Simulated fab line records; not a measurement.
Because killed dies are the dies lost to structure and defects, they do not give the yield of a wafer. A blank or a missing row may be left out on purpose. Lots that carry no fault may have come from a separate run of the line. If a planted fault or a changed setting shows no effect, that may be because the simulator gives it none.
fab line records	flow nand-harc
record lots=6	wafers=18	last-day=29
route steps=1302 shown A_ONON_D1@424 A_CHANNEL_HOLE_D1@450 END@1302
lots that met no fault: taken from a fault-free run of the same line
start-h: start of the lot's first displayed wafer, in hours after the record's first day	wait-h: hours elapsed since this lot's preceding step	" unchanged from the row above	L1.1+2: several wafers, shown together as one row	- no value present, or no start provided	* or withheld: withheld	< > ~ a bound
route shown NAME@n: names a module that has steps shown in the file, with the first one's number in the route	usual: mean/standard deviation of fault-free wafers	same: alike in all rows	chamber/n: place in a boat	sites: the reading at each site	_std_site: the values' standard deviation	_edge_site: the outer-site mean with the inner-site mean subtracted	radius-mm: how far each site lies from the wafer's centre	mask NAME#n: copy n	behind: the last tool/chamber to shape the wafer	hold: why the lot went on hold/how many hours it stayed there/how the hold came to an end	device: which transistor (n, p or np) failed to switch	end of line: the tests these same wafers got at the end of their route	step lacking rows: just its recipe	killed: dies lost to structure and defects at the first sort, not the wafer's yield	map: per-die view of a wafer (x killed, . not killed, _ where there is no die)
set.NAME: the run value of the setting; set.NAME@STEP: its run value at that earlier step	model.NAME: the simulator's own value behind a step, which no gauge read
certain route steps with their lots: each step a table, each wafer a row
services: a tool's chamber out of use, with start hour (start-h, from the record's first day; less than 0 if before it), hours out, and reason
## steps
# step NHARC_A_ONON_D1_DEP_00
# recipe target-thk-a=10000	n2-flow-sccm=2750	n2o-flow-sccm=2000	nh3-flow-sccm=500	sih4-flow-sccm=210	temp-c=400
# step NHARC_A_ONON_D1_THK_MEAS_02
# recipe thk-meas-gauge=ellipsometry
# usual thk-nm=999/10
lot.wafer	tool	chamber	start-h	wait-h	thk-nm
L616.2	film-metro-01	-	171.90	-	998
L616.4	"	-	"	"	1000
L616.6	"	-	"	"	1000
L617.1	film-metro-02	-	175.76	-	1001
L617.3	"	-	"	"	1001
L617.6	"	-	"	"	1001
L619.4	film-metro-02	-	199.99	-	987
L619.5	"	-	"	"	984
L619.6	"	-	"	"	986
L623.1	film-metro-02	-	239.88	-	1002
L623.4	"	-	"	"	1001
L623.6	"	-	"	"	1001
L630.1	film-metro-01	-	305.11	-	988
L630.4	"	-	"	"	987
L630.6	"	-	"	"	988
L629.2	film-metro-02	-	308.85	-	993
L629.3	"	-	"	"	993
L629.6	"	-	"	"	994
# step NHARC_A_ONON_D1_DEP_03
# recipe target-thk-a=10000	n2-flow-sccm=2750	n2o-flow-sccm=2000	nh3-flow-sccm=500	sih4-flow-sccm=210	temp-c=400
# step NHARC_A_ONON_D1_THK_MEAS_05
# recipe thk-meas-gauge=ellipsometry
# usual thk-nm=1000/9.1
lot.wafer	tool	chamber	start-h	wait-h	thk-nm
L616.2	film-metro-01	-	172.46	-	986
L616.4	"	-	"	"	987
L616.6	"	-	"	"	987
L617.1	film-metro-01	-	176.33	-	1002
L617.3	"	-	"	"	1001
L617.6	"	-	"	"	1002
L619.4	film-metro-02	-	200.55	-	1006
L619.5	"	-	"	"	1006
L619.6	"	-	"	"	1004
L623.1	film-metro-02	-	240.58	-	997
L623.4	"	-	"	"	1000
L623.6	"	-	"	"	997
L630.1	film-metro-02	-	305.67	-	1007
L630.4	"	-	"	"	1008
L630.6	"	-	"	"	1005
L629.2	film-metro-01	-	309.42	-	1006
L629.3	"	-	"	"	1006
L629.6	"	-	"	"	1006
# step NHARC_A_ONON_D1_DEP_06
# recipe target-thk-a=10000	n2-flow-sccm=2750	n2o-flow-sccm=2000	nh3-flow-sccm=500	sih4-flow-sccm=210	temp-c=400
# step NHARC_A_ONON_D1_THK_MEAS_08
# recipe thk-meas-gauge=ellipsometry
# usual thk-nm=997/8.5
lot.wafer	tool	chamber	start-h	wait-h	thk-nm
L616.2	film-metro-01	-	173.03	-	994
L616.4	"	-	"	"	992
L616.6	"	-	"	"	993
L617.1	film-metro-02	-	176.89	-	999
L617.3	"	-	"	"	996
L617.6	"	-	"	"	998
L619.4	film-metro-02	-	201.12	-	988
L619.5	"	-	"	"	985
L619.6	"	-	"	"	988
L623.1	film-metro-02	-	241.16	-	1001
L623.4	"	-	"	"	1003
L623.6	"	-	"	"	1003
L630.1	film-metro-01	-	306.24	-	1001
L630.4	"	-	"	"	1002
L630.6	"	-	"	"	1001
L629.2	film-metro-01	-	309.99	-	1003
L629.3	"	-	"	"	1001
L629.6	"	-	"	"	1003
# step NHARC_A_ONON_D1_DEP_09
# recipe target-thk-a=10000	n2-flow-sccm=2750	n2o-flow-sccm=2000	nh3-flow-sccm=500	sih4-flow-sccm=210	temp-c=400
# step NHARC_A_ONON_D1_THK_MEAS_11
# recipe thk-meas-gauge=ellipsometry
# usual thk-nm=1001/8.7
lot.wafer	tool	chamber	start-h	wait-h	thk-nm
L616.2	film-metro-02	-	173.60	-	1013
L616.4	"	-	"	"	1012
L616.6	"	-	"	"	1014
L617.1	film-metro-01	-	177.46	-	998
L617.3	"	-	"	"	997
L617.6	"	-	"	"	998
L619.4	film-metro-01	-	201.68	-	1005
L619.5	"	-	"	"	1007
L619.6	"	-	"	"	1005
L623.1	film-metro-01	-	241.72	-	1003
L623.4	"	-	"	"	1004
L623.6	"	-	"	"	1004
L630.1	film-metro-01	-	306.81	-	1009
L630.4	"	-	"	"	1010
L630.6	"	-	"	"	1009
L629.2	film-metro-02	-	310.55	-	1010
L629.3	"	-	"	"	1010
L629.6	"	-	"	"	1010
# step NHARC_A_ONON_D1_DEP_12
# recipe target-thk-a=10000	n2-flow-sccm=2750	n2o-flow-sccm=2000	nh3-flow-sccm=500	sih4-flow-sccm=210	temp-c=400
# step NHARC_A_ONON_D1_THK_MEAS_14
# recipe thk-meas-gauge=ellipsometry
# usual thk-nm=1001/10
lot.wafer	tool	chamber	start-h	wait-h	thk-nm
L616.2	film-metro-01	-	174.17	-	1009
L616.4	"	-	"	"	1010
L616.6	"	-	"	"	1011
L617.1	film-metro-01	-	178.02	-	1011
L617.3	"	-	"	"	1008
L617.6	"	-	"	"	1010
L619.4	film-metro-02	-	202.25	-	999
L619.5	"	-	"	"	999
L619.6	"	-	"	"	1000
L623.1	film-metro-01	-	242.29	-	983
L623.4	"	-	"	"	983
L623.6	"	-	"	"	984
L630.1	film-metro-01	-	307.37	-	987
L630.4	"	-	"	"	987
L630.6	"	-	"	"	984
L629.2	film-metro-02	-	311.12	-	1001
L629.3	"	-	"	"	1003
L629.6	"	-	"	"	1003
# step NHARC_A_ONON_D1_ANNEAL_15
# recipe temp-c=750	time-s=3600
# step NHARC_A_ONON_D1_DEP_16
# recipe target-thk-a=10000	n2-flow-sccm=2750	n2o-flow-sccm=2000	nh3-flow-sccm=500	sih4-flow-sccm=210	temp-c=400
# usual n2-flow-sccm=2750/8.5
lot.wafer	tool	chamber	start-h	wait-h	n2-flow-sccm
L617.1	pecvd-onon-02	0	182.25	0.1	2751
L617.3	"	0	"	"	2744
L617.6	"	0	"	"	2742
L616.2	pecvd-onon-01	0	182.31	0.1	2734
L616.4	"	0	"	"	2734
L616.6	"	0	"	"	2735
L619.4	pecvd-onon-01	0	209.76	0.2	2747
L619.5	"	0	"	"	2763
L619.6	"	0	"	"	2755
L623.1	pecvd-onon-02	0	249.53	0.1	2747
L623.4	"	0	"	"	2741
L623.6	"	0	"	"	2737
L630.1	pecvd-onon-02	0	318.75	0.1	2759
L630.4	"	0	"	"	2757
L630.6	"	0	"	"	2749
L629.2	pecvd-onon-02	0	319.17	0.5	2760
L629.3	"	0	"	"	2760
L629.6	"	0	"	"	2749
# step NHARC_A_ONON_D1_THK_MEAS_18
# recipe thk-meas-gauge=ellipsometry
# usual thk-nm=998/11
lot.wafer	tool	chamber	start-h	wait-h	thk-nm
L616.2	film-metro-01	-	182.76	-	994
L616.4	"	-	"	"	994
L616.6	"	-	"	"	994
L617.1	film-metro-02	-	182.76	-	994
L617.3	"	-	"	"	998
L617.6	"	-	"	"	997
L619.4	film-metro-01	-	210.10	-	998
L619.5	"	-	"	"	999
L619.6	"	-	"	"	999
L623.1	film-metro-01	-	250.04	-	1014
L623.4	"	-	"	"	1014
L623.6	"	-	"	"	1016
L630.1	film-metro-02	-	319.26	-	1012
L630.4	"	-	"	"	1011
L630.6	"	-	"	"	1009
L629.2	film-metro-02	-	319.62	-	986
L629.3	"	-	"	"	987
L629.6	"	-	"	"	986
# step NHARC_A_ONON_D1_DEP_19
# recipe target-thk-a=10000	n2-flow-sccm=2750	n2o-flow-sccm=2000	nh3-flow-sccm=500	sih4-flow-sccm=210	temp-c=400
# step NHARC_A_ONON_D1_THK_MEAS_21
# recipe thk-meas-gauge=ellipsometry
# usual thk-nm=1003/9.3
lot.wafer	tool	chamber	start-h	wait-h	thk-nm
L617.1	film-metro-01	-	183.33	-	1019
L617.3	"	-	"	"	1019
L617.6	"	-	"	"	1019
L616.2	film-metro-02	-	183.33	-	1003
L616.4	"	-	"	"	1002
L616.6	"	-	"	"	1004
L619.4	film-metro-02	-	210.66	-	1011
L619.5	"	-	"	"	1012
L619.6	"	-	"	"	1014
L623.1	film-metro-02	-	250.60	-	992
L623.4	"	-	"	"	993
L623.6	"	-	"	"	993
L630.1	film-metro-01	-	319.83	-	1013
L630.4	"	-	"	"	1014
L630.6	"	-	"	"	1014
L629.2	film-metro-01	-	320.19	-	1008
L629.3	"	-	"	"	1008
L629.6	"	-	"	"	1009
# step NHARC_A_ONON_D1_DEP_22
# recipe target-thk-a=10000	n2-flow-sccm=2750	n2o-flow-sccm=2000	nh3-flow-sccm=500	sih4-flow-sccm=210	temp-c=400
# step NHARC_A_ONON_D1_THK_MEAS_24
# recipe thk-meas-gauge=ellipsometry
# usual thk-nm=1000/9.8
lot.wafer	tool	chamber	start-h	wait-h	thk-nm
L616.2	film-metro-01	-	183.89	-	1006
L616.4	"	-	"	"	1004
L616.6	"	-	"	"	1007
L617.1	film-metro-02	-	183.90	-	1004
L617.3	"	-	"	"	1004
L617.6	"	-	"	"	1002
L619.4	film-metro-01	-	211.23	-	985
L619.5	"	-	"	"	986
L619.6	"	-	"	"	986
L623.1	film-metro-01	-	251.17	-	996
L623.4	"	-	"	"	995
L623.6	"	-	"	"	997
L630.1	film-metro-02	-	320.41	-	999
L630.4	"	-	"	"	1000
L630.6	"	-	"	"	996
L629.2	film-metro-01	-	320.77	-	1002
L629.3	"	-	"	"	1002
L629.6	"	-	"	"	1001
# step NHARC_A_ONON_D1_DEP_25
# recipe target-thk-a=10000	n2-flow-sccm=2750	n2o-flow-sccm=2000	nh3-flow-sccm=500	sih4-flow-sccm=210	temp-c=400
# step NHARC_A_ONON_D1_THK_MEAS_27
# recipe thk-meas-gauge=ellipsometry
# usual thk-nm=1002/11
lot.wafer	tool	chamber	start-h	wait-h	thk-nm
L616.2	film-metro-02	-	184.46	-	1007
L616.4	"	-	"	"	1009
L616.6	"	-	"	"	1008
L617.1	film-metro-01	-	184.46	-	1021
L617.3	"	-	"	"	1021
L617.6	"	-	"	"	1020
L619.4	film-metro-02	-	211.80	-	994
L619.5	"	-	"	"	993
L619.6	"	-	"	"	994
L623.1	film-metro-02	-	251.73	-	1009
L623.4	"	-	"	"	1008
L623.6	"	-	"	"	1011
L630.1	film-metro-01	-	320.98	-	996
L630.4	"	-	"	"	996
L630.6	"	-	"	"	996
L629.2	film-metro-01	-	321.33	-	995
L629.3	"	-	"	"	994
L629.6	"	-	"	"	995
# step NHARC_A_ONON_D1_DEP_28
# recipe target-thk-a=10000	n2-flow-sccm=2750	n2o-flow-sccm=2000	nh3-flow-sccm=500	sih4-flow-sccm=210	temp-c=400
# step NHARC_A_ONON_D1_THK_MEAS_30
# recipe thk-meas-gauge=ellipsometry
# usual thk-nm=1001/9.6
lot.wafer	tool	chamber	start-h	wait-h	thk-nm
L616.2	film-metro-02	-	185.02	-	998
L616.4	"	-	"	"	998
L616.6	"	-	"	"	997
L617.1	film-metro-01	-	185.03	-	988
L617.3	"	-	"	"	990
L617.6	"	-	"	"	988
L619.4	film-metro-02	-	212.37	-	986
L619.5	"	-	"	"	988
L619.6	"	-	"	"	986
L623.1	film-metro-01	-	252.30	-	1002
L623.4	"	-	"	"	1004
L623.6	"	-	"	"	1001
L630.1	film-metro-01	-	321.54	-	1009
L630.4	"	-	"	"	1009
L630.6	"	-	"	"	1009
L629.2	film-metro-01	-	321.91	-	982
L629.3	"	-	"	"	982
L629.6	"	-	"	"	984
# step NHARC_A_ONON_D1_DEP_33
# recipe target-thk-a=2000	temp-c=400	pressure-torr=6.5	rf-w=900	teos-flow-sccm=161.4	flow-sccm=2650	target-thk-nm=200	gas=O2	material=SiO2
# usual heater-power-w=557/93	showerhead-vpp-V=1835/93	throttle-valve-pct=15.8/0.55
lot.wafer	tool	chamber	start-h	wait-h	heater-power-w	showerhead-vpp-V	throttle-valve-pct
L616.2	pecvd-02	0	185.16	0.1	585	1941	16.3
L616.4	"	1	"	"	588	1734	16.0
L616.6	"	2	"	"	516	1808	15.6
L617.3	pecvd-01	1	185.34	0.3	679	1885	15.1
L617.1	"	2	"	"	641	1732	16.6
L617.6	"	1	"	"	684	1853	15.2
L619.6	pecvd-01	2	212.56	0.2	647	1735	16.2
L619.5	"	0	"	"	513	1859	15.4
L619.4	"	1	"	"	673	1862	14.9
L623.1	pecvd-02	1	252.50	0.2	716	1701	15.5
L623.4	"	0	"	"	436	1965	15.5
L623.6	"	2	"	"	462	1828	16.1
L630.1	pecvd-02	2	321.65	0.1	475	1816	15.8
L630.6	"	2	"	"	511	1797	16.3
L630.4	"	0	"	"	480	1968	15.9
L629.3	pecvd-02	1	322.14	0.2	729	1721	15.3
L629.2	"	0	"	"	509	1953	16.1
L629.6	"	1	"	"	719	1719	15.4
# step NHARC_A_ONON_D1_THK_MEAS_34
# recipe thk-meas-gauge=ellipsometry
# usual thk-nm=199.8/2.8
lot.wafer	tool	chamber	start-h	wait-h	thk-nm
L616.2	film-metro-01	-	185.49	-	198.3
L616.4	"	-	"	"	197.8
L616.6	"	-	"	"	203.1
L617.1	film-metro-01	-	185.70	-	196.4
L617.3	"	-	"	"	195.0
L617.6	"	-	"	"	200.4
L619.4	film-metro-02	-	212.87	-	200.5
L619.5	"	-	"	"	199.2
L619.6	"	-	"	"	197.9
L623.1	film-metro-02	-	252.87	-	198.6
L623.4	"	-	"	"	200.1
L623.6	"	-	"	"	200.4
L630.1	film-metro-01	-	322.01	-	200.4
L630.4	"	-	"	"	201.3
L630.6	"	-	"	"	200.8
L629.2	film-metro-01	-	322.55	-	200.5
L629.3	"	-	"	"	197.8
L629.6	"	-	"	"	202.5
# step NHARC_A_CHANNEL_HOLE_D1_DEP_00
# recipe target-thk-a=31000	temp-c=400	material=aC
# usual throttle-valve-pct=35.002/0.0094
lot.wafer	tool	chamber	start-h	wait-h	throttle-valve-pct
L617.1	acl-dep-02	0	186.77	1.0	34.990
L617.3	"	0	"	"	34.994
L617.6	"	0	"	"	34.996
L616.2	acl-dep-01	0	187.04	1.5	35.005
L616.4	"	0	"	"	34.991
L616.6	"	0	"	"	35.019
L619.4	acl-dep-01	0	213.93	1.0	34.998
L619.5	"	0	"	"	34.988
L619.6	"	0	"	"	34.996
L623.1	acl-dep-03	0	260.09	7.1	34.984
L623.4	"	0	"	"	34.993
L623.6	"	0	"	"	34.987
L630.1	acl-dep-03	0	322.14	0.1	35.021
L630.4	"	0	"	"	35.001
L630.6	"	0	"	"	34.992
L629.2	acl-dep-03	0	324.37	1.8	35.008
L629.3	"	0	"	"	35.003
L629.6	"	0	"	"	34.995
# step NHARC_A_CHANNEL_HOLE_D1_DEP_01
# recipe target-thk-a=1400	target-thk-nm=140	temp-c=400	pressure-torr=3.5	flow-sccm=200	rf-w=350	material=SiON
# usual heater-power-w=767/82	showerhead-vpp-V=1155/46
lot.wafer	tool	chamber	start-h	wait-h	heater-power-w	showerhead-vpp-V
L616.2	pecvd-01	2	188.70	1.3	840	1085
L616.4	"	0	"	"	734	1190
L616.6	"	1	"	"	840	1155
L617.3	pecvd-01	2	188.81	1.1	844	1077
L617.1	"	0	"	"	742	1183
L617.6	"	0	"	"	754	1202
L619.4	pecvd-04	1	215.01	0.8	877	1184
L619.6	"	2	"	"	748	1115
L619.5	"	1	"	"	897	1195
L623.1	pecvd-03	2	262.05	1.6	742	1213
L623.4	"	1	"	"	716	1189
L623.6	"	1	"	"	755	1189
L630.1	pecvd-03	1	324.13	1.7	741	1176
L630.6	"	2	"	"	745	1198
L630.4	"	0	"	"	572	1088
L629.2	pecvd-03	0	326.04	1.4	668	1089
L629.3	"	1	"	"	758	1158
L629.6	"	2	"	"	716	1223
# step NHARC_A_CHANNEL_HOLE_D1_DEHYDRATE_02
# recipe temp-c=150	time-s=120
# step NHARC_A_CHANNEL_HOLE_D1_HMDS_03
# recipe time-s=30
# step NHARC_A_CHANNEL_HOLE_D1_COAT_36
# recipe temp-c=260	time-s=75
# step NHARC_A_CHANNEL_HOLE_D1_COAT_37
# recipe temp-c=225	time-s=65
# step NHARC_A_CHANNEL_HOLE_D1_COAT_04
# recipe spin-rpm=1500	resist-thk-nm=90
# step NHARC_A_CHANNEL_HOLE_D1_SOFTBAKE_05
# recipe temp-c=105	time-s=55
# step NHARC_A_CHANNEL_HOLE_D1_EBR_06
# step NHARC_A_CHANNEL_HOLE_D1_EXPOSE_07
# recipe na=1.35	target-cd-nm=100	sigma-outer=0.3	dose-mj=59.65	mask-id=HOLE_D1
# step NHARC_A_CHANNEL_HOLE_D1_PEB_08
# recipe peb-temp-c=100	peb-time-s=65
# step NHARC_A_CHANNEL_HOLE_D1_DEVELOP_09
# recipe develop-time-s=35	dev-temp-c=23
# step NHARC_A_CHANNEL_HOLE_D1_CD_MEAS_10
# recipe target-cd-nm=100	landing-energy-ev=500
# usual cd-nm=100.0/0.65
lot.wafer	tool	chamber	start-h	wait-h	cd-nm
L616.2	cd-sem-02	0	189.24	-	101.2
L616.4	"	0	"	"	100.6
L616.6	"	0	"	"	101.4
L617.1	cd-sem-01	0	189.53	-	100.9
L617.3	"	0	"	"	100.7
L617.6	"	0	"	"	100.6
L619.4	cd-sem-02	0	215.69	-	99.2
L619.5	"	0	"	"	99.8
L619.6	"	0	"	"	99.8
L623.1	cd-sem-03	0	262.82	-	100.8
L623.4	"	0	"	"	100.0
L623.6	"	0	"	"	100.8
L630.1	cd-sem-01	0	324.79	-	100.1
L630.4	"	0	"	"	99.2
L630.6	"	0	"	"	99.9
L629.2	cd-sem-02	0	326.74	-	100.3
L629.3	"	0	"	"	100.2
L629.6	"	0	"	"	99.5
# step NHARC_A_CHANNEL_HOLE_D1_OVL_MEAS_11
# usual overlay-x-nm=0.0/0.92	overlay-y-nm=0.0/0.88
lot.wafer	tool	chamber	start-h	wait-h	overlay-x-nm	overlay-y-nm
L616.2	overlay-01	-	189.33	-	0.3	0.4
L616.4	"	-	"	"	0.4	1.0
L616.6	"	-	"	"	0.5	-0.1
L617.1	overlay-02	-	189.62	-	-0.6	0.7
L617.3	"	-	"	"	0.3	1.1
L617.6	"	-	"	"	0.0	0.5
L619.4	overlay-01	-	215.78	-	-1.3	-1.6
L619.5	"	-	"	"	-1.6	-1.5
L619.6	"	-	"	"	-1.5	-1.3
L623.1	overlay-01	-	262.91	-	0.2	1.4
L623.4	"	-	"	"	0.2	1.9
L623.6	"	-	"	"	0.0	1.2
L630.1	overlay-02	-	324.88	-	0.5	0.2
L630.4	"	-	"	"	0.4	0.2
L630.6	"	-	"	"	0.0	0.4
L629.2	overlay-02	-	326.82	-	-1.3	0.7
L629.3	"	-	"	"	-1.2	0.9
L629.6	"	-	"	"	-1.8	0.5
# step NHARC_A_CHANNEL_HOLE_D1_DESCUM_15
# recipe time-s=3	o2-flow-sccm=200	ar-flow-sccm=0	bias-power-w=0	chemistry=O2
# usual drypump-motor-current-A=5.5/0.45	o2-flow-sccm=200.0/0.61	oes-product-au=0.999/0.0098	rf-vpp-V=57.8/0.83	showerhead-plenum-p-Torr=1.91/0.059	throttle-valve-pct=11.312/0.009
# same bias-power-w=0
lot.wafer	tool	chamber	start-h	wait-h	drypump-motor-current-A	o2-flow-sccm	oes-product-au	rf-hours-counter-h	rf-vpp-V	showerhead-plenum-p-Torr	throttle-valve-pct
L616.4	rie-diel-02	1	189.42	0.1	5.4	199.4	1.004	11	59.0	1.99	11.313
L616.2	"	0	"	"	5.8	200.2	0.996	11	56.7	1.87	11.321
L616.6	"	2	"	"	5.9	199.7	0.989	-	57.9	1.95	11.328
L617.3	rie-diel-06	0	189.73	0.1	5.6	200.6	1.009	16	57.7	2.02	11.308
L617.1	"	1	"	"	5.5	199.6	0.996	16	58.4	1.98	11.298
L617.6	"	3	"	"	6.5	200.6	0.996	-	57.6	1.80	11.316
L619.4	rie-diel-02	0	215.88	0.1	5.8	201.5	0.997	13	56.6	1.87	11.311
L619.5	"	3	"	"	4.9	199.7	0.998	-	58.7	1.90	11.314
L619.6	"	0	"	"	5.8	201.0	0.999	-	57.4	1.87	11.310
L623.4	rie-diel-02	2	263.01	0.1	5.9	200.1	1.005	3	57.2	1.95	11.303
L623.1	"	3	"	"	5.0	200.6	0.998	3	57.8	1.90	11.293
L623.6	"	2	"	"	5.9	199.2	0.995	-	58.6	1.95	11.322
L630.1	rie-diel-02	1	324.99	0.1	5.4	200.9	1.003	9	58.2	1.99	11.297
L630.4	"	2	"	"	5.9	198.6	0.992	9	58.0	1.95	11.324
L630.6	"	3	"	"	5.0	199.8	0.995	-	59.6	1.90	11.314
L629.3	rie-diel-02	1	326.92	0.1	5.4	199.5	0.995	10	59.5	1.99	11.316
L629.2	"	0	"	"	5.8	200.6	0.989	10	57.8	1.86	11.303
L629.6	"	2	"	"	5.9	201.6	0.990	-	56.4	1.95	11.298
# step NHARC_END_SORT_01
# recipe temp-c=25
# usual killed-at-array=53/19	killed-at-other=0.7/1.1	killed-at-periphery=4.2/2.7	killed-dies=58/18	killed-open=3.1/1.9	killed-short=2.5/1.6
# same gross-dies=677
lot.wafer	tool	chamber	start-h	wait-h	killed-at-array	killed-at-other	killed-at-periphery	killed-dies	killed-open	killed-short
L630.1	prober-01	0	691.31	2.5	132	0	5	137	3	2
L630.4	prober-01	0	693.69	3.4	118	0	3	121	0	1
L630.6	prober-01	0	695.27	4.0	140	0	9	149	7	3
L629.2	prober-02	0	692.13	2.8	96	0	2	98	0	1
L629.3	prober-02	0	692.93	3.1	105	1	1	107	3	3
L629.6	prober-02	0	695.31	4.0	103	0	2	105	3	2
# killed by level:class
L630.1 A_ONON_D1:unspecified=66 A_SLIT:chamber-film-flake=34 A_CHANNEL_HOLE_D1:chamber-film-flake=20 A_CONTACT:chamber-film-flake=7 P_ZERO_WELL:chamber-film-flake=2 P_ZERO_WELL:geometric-particle:short=1 A_CHANNEL_HOLE_D1:geometric-particle:open=1 A_WL_FILL:geometric-particle:short=1
L629.2 A_ONON_D1:unspecified=66 A_CHANNEL_HOLE_D1:chamber-film-flake=19 A_CONTACT:chamber-film-flake=3 A_ZERO_WELL:chamber-film-flake=2 A_DECK1_JOINT:chamber-film-flake=2 A_SGD_CUT:chamber-film-flake=2 P_M1:geometric-particle:short=1 P_M2:chamber-film-flake=1
L629.3 A_ONON_D1:unspecified=67 A_CHANNEL_HOLE_D1:chamber-film-flake=20 A_SLIT:chamber-film-flake=3 A_STAIRCASE:chamber-film-flake=3 A_WL_FILL:chamber-film-flake=3 A_CONTACT:chamber-film-flake=3 P_M0:geometric-particle:short=1 A_SOURCE_PLATE:geometric-particle:short=1
L630.4 A_ONON_D1:unspecified=59 A_SLIT:chamber-film-flake=26 A_CHANNEL_HOLE_D1:chamber-film-flake=23 A_CONTACT:chamber-film-flake=5 A_STAIRCASE:chamber-film-flake=3 A_BLC:chamber-film-flake=2 P_GATE:geometric-particle:short=1 P_ZERO_WELL:chamber-film-flake=1
L630.6 A_ONON_D1:unspecified=63 A_SLIT:chamber-film-flake=28 A_CHANNEL_HOLE_D1:chamber-film-flake=25 A_CONTACT:chamber-film-flake=9 P_STI:chamber-film-flake=3 A_WL_FILL:chamber-film-flake=3 P_GATE:geometric-particle:open=2 A_CHANNEL_HOLE_D2:chamber-film-flake=2
L629.6 A_ONON_D1:unspecified=67 A_CHANNEL_HOLE_D1:chamber-film-flake=18 A_CONTACT:chamber-film-flake=4 A_STAIRCASE:chamber-film-flake=3 A_ZERO_WELL:chamber-film-flake=2 A_SLIT:chamber-film-flake=2 P_M0:geometric-particle:short=1 A_CHANNEL_HOLE_D1:geometric-particle:short=1
# map L629.3 (x killed, . not)
____________.____________
_________......._________
_______.......x..._______
______....x........______
_____.......x......._____
____.......x.........____
____......x..........____
___...................___
___.........x.........___
__.....................__
__.....................__
_......................._
_..........x............_
_......................._
_...........x..........._
_......................._
.........................
........................x
..............x..........
.........................
x........................
_...x..................._
_.x.xxx..........x......_
_.xxxxxxx..............._
_xxxxxxxx............x.._
_xxxxxxxxx.............._
__xxxxxxx..............__
__xxxxxxx...........x..__
___xxxxxx.............___
___xxxxxxx....x.......___
____xxxxxx....x......____
____xxx.x....xx......____
_____.x..xxxx...x..._____
______.x...x.xxx..x______
_______...xxxxx.x._______
_________x.xxxx._________
____________.____________
# map L630.6 (x killed, . not)
____________.____________
_________......._________
_______..........._______
______.............______
_____.x........x...._____
____.................____
____...............x.____
___...............x..x___
___.x...............xx___
__...................xx__
__................x.xxx__
_..................xxxxx_
_x................xx.xx._
_....................xx._
_...x.............x.xxx._
_x..................x.xx_
..................x...x..
.......................x.
..............x..........
.........................
.....x...x...............
_......................._
_x.xxxxx................_
_.xxxxxxx..............._
_.xxxxxxx..x....x.x..x.._
_xxxxxxx......x.x......._
__.xxxxxxxx........xx..__
__xxxxxxxx.............__
___xxxxxxx...x..x.....___
___xxxxxx.xx..........___
____xxx.xxxxx...xx.xx____
____xxxxxxxxx....x...____
_____.xxx.xxx......x_____
______x.x.x........______
_______xx.xxx....._______
_________xxx...._________
____________.____________
## services
tool	chamber	start-h	hours	kind
rie-diel-02	3	162.00	21.1	repair
pecvd-02	2	166.95	6.4	repair
rie-diel-02	0	171.20	-	clean
rie-diel-02	1	171.20	-	clean
rie-diel-02	2	171.20	-	clean
pecvd-onon-02	-	185.00	13.0	pm
pecvd-03	-	185.30	13.0	pm
acl-dep-01	-	188.62	13.0	pm
rie-diel-02	0	195.70	-	clean
rie-diel-02	1	195.70	-	clean
rie-diel-02	2	195.70	-	clean
rie-diel-02	3	195.70	-	clean
rie-diel-02	-	216.75	9.0	pm
rie-diel-02	0	216.75	9.0	vent-cycle
pecvd-02	-	227.33	13.0	pm
acl-dep-02	-	245.15	13.0	pm
pecvd-03	0	256.18	10.2	repair
pecvd-onon-01	-	269.13	13.0	pm
pecvd-04	-	269.41	13.0	pm
rie-diel-02	-	280.79	1.1	repair
acl-dep-03	-	299.22	13.0	pm
rie-diel-02	0	305.52	6.3	repair
rie-diel-06	-	307.25	9.0	pm
pecvd-01	-	311.16	13.0	pm
## key
first-sign step=NHARC_END_SORT_01	reading=killed-at-array	direction=up	sigmas=3.4	usual=53	struck=116
effect step=NHARC_END_SORT_01	reading=killed-dies	direction=up	sigmas=3.4	usual=58	struck=120
more-kills-born-at NHARC_A_ONON_D1_DEP_16@pecvd-onon-02=388
met-at NHARC_A_ONON_D1_DEP_16
struck-wafers L629.2,L629.3,L629.6,L630.1,L630.4,L630.6
tester-left-out L629,L630
also-fits time
fault kind=chamber-particle-source	tool=pecvd-onon-02	chamber=-	onset-h=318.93	steps=NHARC_A_ONON_D1_DEP_16	rate-per-visit-cm2=0.5619	end-h=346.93
# tester-left-out: of these lots the tester's yield and bins aren't shown, on N5 and GAA mostly nor the transistor test; their killed dies are dies lost to structure and defects alone, not to doping, threshold or leakage, so they don't give the yield
